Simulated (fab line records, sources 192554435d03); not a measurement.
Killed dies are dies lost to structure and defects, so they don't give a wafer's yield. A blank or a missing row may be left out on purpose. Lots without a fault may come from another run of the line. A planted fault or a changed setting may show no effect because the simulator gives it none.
Split-lot experiment | flow n5_finfet | 7 lots, 39 wafers read, on a route of 1938 steps

THE SPLIT
At N5_HKMG_FIN_ETCH_35 (etches SOC in N2/H2, target depth 215.8 nm, time 243.4 s), the setting time_s was moved away from the recipe's 243.4 s on 18 of the 39 wafers read, by -19.6% to +22.4%. The other wafers ran this setting at the recipe's value.

The reading is taken at the split's own step.

THE READING
SOC_of_HKMG_FIN_COAT_29.thk_nm (the simulator's own value, which no gauge read), in nm, at N5_HKMG_FIN_ETCH_35 (etches SOC in N2/H2, target depth 215.8 nm, time 243.4 s). The file gives no usual value for it. The 21 wafers here that ran the recipe average 86.4 nm, standard deviation 4.2 nm.

wafer  | tool, chamber at the split | time_s as run, s | against the recipe | SOC_of_HKMG_FIN_COAT_29.thk_nm, nm | against lot-mates on the recipe
L074.1 | rie_diel-06, 0             | 243.4            | recipe             | 87                                 | -
L074.2 | rie_diel-06, 3             | 274.2            | +12.7%             | 57.8                               | -24.8
L074.3 | rie_diel-06, 1             | 274.2            | +12.7%             | 50.6                               | -32.0
L074.4 | rie_diel-06, 2             | 243.4            | recipe             | 83.6                               | -
L074.5 | rie_diel-06, 0             | 274.2            | +12.7%             | 59                                 | -23.6
L074.6 | rie_diel-06, 1             | 243.4            | recipe             | 77.2                               | -
L079.1 | rie_diel-03, 3             | 279              | +14.6%             | 55.8                               | -33.7
L079.2 | rie_diel-03, 1             | 279              | +14.6%             | 65.8                               | -23.7
L079.3 | rie_diel-03, 0             | 279              | +14.6%             | 52.8                               | -36.7
L079.4 | rie_diel-03, 0             | 243.4            | recipe             | 85                                 | -
L079.5 | rie_diel-03, 1             | 243.4            | recipe             | 94.6                               | -
L079.6 | rie_diel-03, 3             | 243.4            | recipe             | 88.8                               | -
L083.1 | rie_diel-03, 0             | 243.4            | recipe             | 86.4                               | -
L083.2 | rie_diel-03, 3             | 272              | +11.8%             | 64                                 | -24.9
L083.3 | rie_diel-03, 2             | 272              | +11.8%             | 62.4                               | -26.5
L083.4 | rie_diel-03, 1             | 243.4            | recipe             | 94                                 | -
L083.5 | rie_diel-03, 1             | 272              | +11.8%             | 72.8                               | -16.1
L083.6 | rie_diel-03, 2             | 243.4            | recipe             | 86.4                               | -
L084.1 | rie_diel-06, 2             | 218.9            | -10.1%             | 108.4                              | +21.1
L084.2 | rie_diel-06, 3             | 218.9            | -10.1%             | 110.2                              | +22.9
L084.3 | rie_diel-06, 0             | 243.4            | recipe             | 91.4                               | -
L084.4 | rie_diel-06, 1             | 243.4            | recipe             | 82                                 | -
L084.5 | rie_diel-06, 1             | 218.9            | -10.1%             | 104.8                              | +17.5
L084.6 | rie_diel-06, 0             | 243.4            | recipe             | 88.6                               | -
L085.2 | rie_diel-06, 3             | 243.4            | recipe             | 88.4                               | -
L085.3 | rie_diel-06, 1             | 243.4            | recipe             | 82.2                               | -
L085.5 | rie_diel-06, 2             | 243.4            | recipe             | 85.8                               | -
L095.1 | rie_diel-03, 1             | 298              | +22.4%             | 49.2                               | -36.1
L095.2 | rie_diel-03, 3             | 243.4            | recipe             | 82.2                               | -
L095.3 | rie_diel-03, 0             | 243.4            | recipe             | 86.6                               | -
L095.4 | rie_diel-03, 2             | 243.4            | recipe             | 87.2                               | -
L095.5 | rie_diel-03, 2             | 298              | +22.4%             | 40                                 | -45.3
L095.6 | rie_diel-03, 1             | 298              | +22.4%             | 49.6                               | -35.7
L097.1 | rie_diel-06, 3             | 195.8            | -19.6%             | 130.4                              | +44.8
L097.2 | rie_diel-06, 0             | 243.4            | recipe             | 89.8                               | -
L097.3 | rie_diel-06, 1             | 243.4            | recipe             | 79.8                               | -
L097.4 | rie_diel-06, 2             | 243.4            | recipe             | 87.2                               | -
L097.5 | rie_diel-06, 2             | 195.8            | -19.6%             | 127                                | +41.4
L097.6 | rie_diel-06, 1             | 195.8            | -19.6%             | 125.2                              | +39.6

THE FIT
A straight line over all 39 wafers: SOC_of_HKMG_FIN_COAT_29.thk_nm changes by -1.98 nm for each +1% of time_s; r = -0.98; the points scatter about the line by 4.8 nm.
The same after taking each lot's own level away (the mean of its wafers on the recipe; 39 wafers): -1.99 nm for each +1%; r = -0.98; scatter 4.3 nm.
On that fit, the largest move of time_s shifts the reading by 45 nm.
The lots' own levels span 82.60 to 89.47 nm, that is 1.6 times the standard deviation above.
So the lot-to-lot level changes the slope little: the two slopes agree.
Check: with one of the wafers moved furthest among these (+22.4%) left out of the fit, the line predicts -45.2 nm for it against its lot-mates. It came out at -36.1 nm against them.

OTHER SPLITS ON THESE WAFERS
These wafers also went through other splits before the reading. Each is held against what the fit with the lots' levels taken away leaves over:
other split on the same wafers       | wafers away from the commonest value | r with SOC_of_HKMG_FIN_COAT_29.thk_nm (lot level and that fit taken away)
N5_DUMMY_GATE_ETCH_44 target_depth_a | 15                                   | +0.03
N5_DUMMY_GATE_ETCH_42 bias_w         | 18                                   | -0.18

THE WHOLE CHAIN: every reading that the file lists as answering this split, in the file's order
step                | what it does                                             | reading                                                                         | change (the file's fit)              | r (the file's)
N5_HKMG_FIN_ETCH_35 | etches SOC in N2/H2, target depth 215.8 nm, time 243.4 s | HKMG_FIN.feature_depth_nm (the simulator's own value, which no gauge read)      | +1.95 nm for each +1% of the setting | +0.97
N5_HKMG_FIN_ETCH_35 | etches SOC in N2/H2, target depth 215.8 nm, time 243.4 s | etch.depth_nm (the simulator's own value, which no gauge read)                  | +1.95 nm for each +1% of the setting | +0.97
N5_HKMG_FIN_ETCH_35 | etches SOC in N2/H2, target depth 215.8 nm, time 243.4 s | SOC_of_HKMG_FIN_COAT_29.thk_nm (the simulator's own value, which no gauge read) | -1.98 nm for each +1% of the setting | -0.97

THE FILE'S OWN FIT
SOC_of_HKMG_FIN_COAT_29.thk_nm changes by -1.98 nm for each +1% of time_s, r = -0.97.
